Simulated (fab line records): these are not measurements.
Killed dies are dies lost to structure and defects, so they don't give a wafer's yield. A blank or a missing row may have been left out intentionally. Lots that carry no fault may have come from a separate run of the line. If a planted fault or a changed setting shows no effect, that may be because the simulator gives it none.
A struck lot beside a sound one || flow nandHarc || 15 out of 1302 route steps
Sound: the wafers L318.2, L318.4, L318.6. Wafers L311.1, L311.4, L311.5 were the ones struck. Last of all comes the cause.
Per side, at each step with rows, come the tool, then ch with its chambers, and then its first start. Under that, the readings that differ: sound wafers || struck wafers || difference of the means || sigmas: that difference in standard deviations of wafers without a fault.
alike: words and numbers the same on both sides, and readings whose means are apart by under 2 such deviations; not compared: readings that were withheld, readings missing a value for some wafer, numbers with overlapping values and no deviation given by the record, and bounds like >300 which may hide the same value.
Wherever a step has rows on one side only, a row that says differs or no value, or a row with sigmas, the two part there. Non-overlapping numbers with no deviation appear without sigmas and do not part them. Lack of a reading on every wafer of one side parts them only where that side has two or more wafers.

first, 1 step without rows for these wafers: NHARC_A_WL_FILL_ALD_10 (deposits SiO2, target thk 50 nm, pulse time 10 s, ald cycles 500).
NHARC_A_WL_FILL_ETCHBACK_16: etches the open film in C4F8/O2/Ar, target depth 120 nm, time 24 s.
  sound: rieDiel-11 ch 0,2,3; struck: rieDiel-02 ch 0,1,3
  alike: oesProductAu, rfVppV
  not compared: rfHoursCounterH
NHARC_A_WL_FILL_STRIP_29: strips in O2, time 20 s.
  sound on rieDiel-11 ch 2,3, day 26 04:03; struck on rieDiel-02 ch 0,1,2, day 24 04:34
  alike: drypumpMotorCurrentA, oesProductAu, rfVppV, showerheadPlenumPTorr, throttleValvePct
  not compared: rfHoursCounterH
then, 4 steps without rows for these wafers: NHARC_A_WL_FILL_ETCHBACK_17 (etches the open film in Cl2/BCl3, target depth 4 nm, time 26.7 s); NHARC_A_WL_FILL_PRECLEAN_18 (cleans in dHF, time 30 s); NHARC_A_WL_FILL_SRD_21; NHARC_A_WL_FILL_CVD_23 (deposits poly-Si, target thk 40 nm, time 800 s).
NHARC_A_WL_FILL_ETCHBACK_26: etches the open film in HBr, target depth 52 nm, time 13.3 s.
  sound on rieSi-02 ch 2,3, day 26 09:16; struck on rieSi-02 ch 2,3, day 24 09:54
  alike: drypumpMotorCurrentA, oesProductAu, throttleValvePct
  not compared: rfHoursCounterH
then, 2 steps without rows for these wafers: NHARC_A_WL_FILL_PRECLEAN_30 (cleans in dHF, time 10 s); NHARC_A_WL_FILL_SRD_14.
NHARC_A_WL_FILL_ALD_19: deposits TiN, target thk 2 nm, pulse time 3 s, ald cycles 100.
  sound on aldMetal-03 ch 0,3, day 26 09:36; struck on aldMetal-02 ch 0,3, day 24 10:13
  alike: heaterPowerW, precursorPulseHeightRel
  not compared: sinceWetCleanH
NHARC_A_WL_FILL_CVD_20: deposits W, target thk 100 nm, time 74 s.
  sound: cvdW-01 ch 0,1; struck: cvdW-02 ch 1
  alike: heaterPowerW, throttleValvePct
  not compared: sinceWetCleanH
NHARC_A_WL_FILL_CMP_12: polishes, t overpolish 30 s, target thk 100 nm.
  sound on cmp-01 ch 1,2,3, day 26 09:59; struck on cmp-01 ch 0,1,3, day 24 10:38
  no value came back on the struck wafers for any of 5 readings (edgeZonePressureFrac, motorCurrentA (A) and others); on the sound wafers edgeZonePressureFrac reads 0.998 1.002 0.992
after that, 1 step had no rows for these wafers: NHARC_A_WL_FILL_SRD_31.
NHARC_A_WL_FILL_INSPECT_15:
  sound: defectInspect-02 at day 26 10:27; struck: defectInspect-02 at day 24 11:04
{"reading": "rawDefectCount", "sound": "577 528 398", "struck": "2604 2508 2469", "difference": "+2026", "sigmas": "+20"}

WHERE THEY PART
At NHARC_A_WL_FILL_CMP_12 first; at NHARC_A_WL_FILL_INSPECT_15 last (within this record only).

WHY: what had been put in by the simulator
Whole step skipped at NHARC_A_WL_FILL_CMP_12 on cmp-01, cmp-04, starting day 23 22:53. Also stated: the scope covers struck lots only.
